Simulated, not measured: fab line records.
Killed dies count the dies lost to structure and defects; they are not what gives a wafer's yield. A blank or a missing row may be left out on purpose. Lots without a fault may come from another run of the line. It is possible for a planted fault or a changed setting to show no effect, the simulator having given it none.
Split-lot experiment / flow n5Finfet / 7 lots, 21 wafers read, on a route of 1938 steps

== THE SPLIT ==
At N5_BEOL_M14_SPUTTER_44 (material Ta, target thk 15 nm, time 24.19 s), the setting powerW was moved away from the recipe's 15000 W on 6 of the 21 wafers read, by -10.3% to +15.9%. For the rest of the wafers, this setting stayed at what the recipe calls for.

The split's own step is where the reading is taken.

== THE READING ==
Ta_of_BEOL_M14_SPUTTER_44.thkNm (the simulator's own value, which no gauge read), in nm, at N5_BEOL_M14_SPUTTER_44 (material Ta, target thk 15 nm, time 24.19 s). There is no usual value for it anywhere in the file. Across the 15 wafers here that went through the recipe, the average is 15.1 nm and the standard deviation 0.22 nm.

wafer=L076.1; tool, chamber at the split=pvdSputter-01, -; powerW as run, W=15000; against the recipe=recipe; Ta_of_BEOL_M14_SPUTTER_44.thkNm, nm=15.2; against lot-mates on the recipe=-
wafer=L076.4; tool, chamber at the split=pvdSputter-01, -; powerW as run, W=15000; against the recipe=recipe; Ta_of_BEOL_M14_SPUTTER_44.thkNm, nm=15.2; against lot-mates on the recipe=-
wafer=L076.6; tool, chamber at the split=pvdSputter-01, -; powerW as run, W=15000; against the recipe=recipe; Ta_of_BEOL_M14_SPUTTER_44.thkNm, nm=15.2; against lot-mates on the recipe=-
wafer=L074.3; tool, chamber at the split=pvdSputter-03, -; powerW as run, W=15000; against the recipe=recipe; Ta_of_BEOL_M14_SPUTTER_44.thkNm, nm=15.2; against lot-mates on the recipe=-
wafer=L074.4; tool, chamber at the split=pvdSputter-03, -; powerW as run, W=15000; against the recipe=recipe; Ta_of_BEOL_M14_SPUTTER_44.thkNm, nm=15.4; against lot-mates on the recipe=-
wafer=L074.5; tool, chamber at the split=pvdSputter-03, -; powerW as run, W=15000; against the recipe=recipe; Ta_of_BEOL_M14_SPUTTER_44.thkNm, nm=15; against lot-mates on the recipe=-
wafer=L082.1; tool, chamber at the split=pvdSputter-03, -; powerW as run, W=15000; against the recipe=recipe; Ta_of_BEOL_M14_SPUTTER_44.thkNm, nm=15.2; against lot-mates on the recipe=-
wafer=L082.3; tool, chamber at the split=pvdSputter-03, -; powerW as run, W=15000; against the recipe=recipe; Ta_of_BEOL_M14_SPUTTER_44.thkNm, nm=15; against lot-mates on the recipe=-
wafer=L082.6; tool, chamber at the split=pvdSputter-03, -; powerW as run, W=16370; against the recipe=+9.1%; Ta_of_BEOL_M14_SPUTTER_44.thkNm, nm=16.4; against lot-mates on the recipe=+1.3
wafer=L089.1; tool, chamber at the split=pvdSputter-02, -; powerW as run, W=15000; against the recipe=recipe; Ta_of_BEOL_M14_SPUTTER_44.thkNm, nm=14.8; against lot-mates on the recipe=-
wafer=L089.2; tool, chamber at the split=pvdSputter-02, -; powerW as run, W=15000; against the recipe=recipe; Ta_of_BEOL_M14_SPUTTER_44.thkNm, nm=15; against lot-mates on the recipe=-
wafer=L089.6; tool, chamber at the split=pvdSputter-02, -; powerW as run, W=15000; against the recipe=recipe; Ta_of_BEOL_M14_SPUTTER_44.thkNm, nm=14.6; against lot-mates on the recipe=-
wafer=L088.2; tool, chamber at the split=pvdSputter-01, -; powerW as run, W=17380; against the recipe=+15.9%; Ta_of_BEOL_M14_SPUTTER_44.thkNm, nm=17.6; against lot-mates on the recipe=+2.2
wafer=L088.4; tool, chamber at the split=pvdSputter-01, -; powerW as run, W=17380; against the recipe=+15.9%; Ta_of_BEOL_M14_SPUTTER_44.thkNm, nm=17.6; against lot-mates on the recipe=+2.2
wafer=L088.6; tool, chamber at the split=pvdSputter-01, -; powerW as run, W=15000; against the recipe=recipe; Ta_of_BEOL_M14_SPUTTER_44.thkNm, nm=15.4; against lot-mates on the recipe=-
wafer=L091.2; tool, chamber at the split=pvdSputter-01, -; powerW as run, W=15000; against the recipe=recipe; Ta_of_BEOL_M14_SPUTTER_44.thkNm, nm=15.2; against lot-mates on the recipe=-
wafer=L091.4; tool, chamber at the split=pvdSputter-01, -; powerW as run, W=15000; against the recipe=recipe; Ta_of_BEOL_M14_SPUTTER_44.thkNm, nm=15; against lot-mates on the recipe=-
wafer=L091.6; tool, chamber at the split=pvdSputter-01, -; powerW as run, W=16530; against the recipe=+10.2%; Ta_of_BEOL_M14_SPUTTER_44.thkNm, nm=16.6; against lot-mates on the recipe=+1.5
wafer=L094.1; tool, chamber at the split=pvdSputter-02, -; powerW as run, W=13450; against the recipe=-10.3%; Ta_of_BEOL_M14_SPUTTER_44.thkNm, nm=13.4; against lot-mates on the recipe=-1.4
wafer=L094.2; tool, chamber at the split=pvdSputter-02, -; powerW as run, W=13450; against the recipe=-10.3%; Ta_of_BEOL_M14_SPUTTER_44.thkNm, nm=13.2; against lot-mates on the recipe=-1.6
wafer=L094.6; tool, chamber at the split=pvdSputter-02, -; powerW as run, W=15000; against the recipe=recipe; Ta_of_BEOL_M14_SPUTTER_44.thkNm, nm=14.8; against lot-mates on the recipe=-

THE FIT
A straight line over all 21 wafers: Ta_of_BEOL_M14_SPUTTER_44.thkNm changes by +0.16 nm for each +1% of powerW; r = +0.98; the points scatter about the line by 0.2 nm.
The same after taking each lot's own level away (the mean of its wafers on the recipe; 21 wafers): +0.142 nm for each +1%; r = +0.99; scatter 0.11 nm.
That fit puts the effect of the largest move of powerW on the reading at 2.2 nm.
The lots' own levels span 14.80 to 15.40 nm, that is 2.8 times the standard deviation above.
So the lot-to-lot level changes the slope: the two fits differ.
Check: for one of the wafers moved furthest among these (+15.9%), held out of the fit, the line's prediction against its lot-mates is +2.26 nm. Against them it came out at +2.2 nm.

== THE OTHER SPLITS THESE WAFERS WENT THROUGH ==
Before the reading, these wafers also passed through other splits. Each is held against what the fit with the lots' levels taken away leaves over:
other split on the same wafers=N5_BEOL_M10_EXPOSE_25 doseMj; wafers away from the commonest value=8; r with Ta_of_BEOL_M14_SPUTTER_44.thkNm (lot level and that fit taken away)=+0.24
other split on the same wafers=N5_BEOL_M11_ETCH_41 timeS; wafers away from the commonest value=5; r with Ta_of_BEOL_M14_SPUTTER_44.thkNm (lot level and that fit taken away)=-0.20
other split on the same wafers=N5_BEOL_M13_SPUTTER_43 timeS; wafers away from the commonest value=6; r with Ta_of_BEOL_M14_SPUTTER_44.thkNm (lot level and that fit taken away)=-0.07
other split on the same wafers=N5_BEOL_M13_DEP_53 timeS; wafers away from the commonest value=7; r with Ta_of_BEOL_M14_SPUTTER_44.thkNm (lot level and that fit taken away)=+0.04

== THE FILE'S OWN FIT ==
Ta_of_BEOL_M14_SPUTTER_44.thkNm changes by +0.142 nm for each +1% of powerW, r = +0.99.
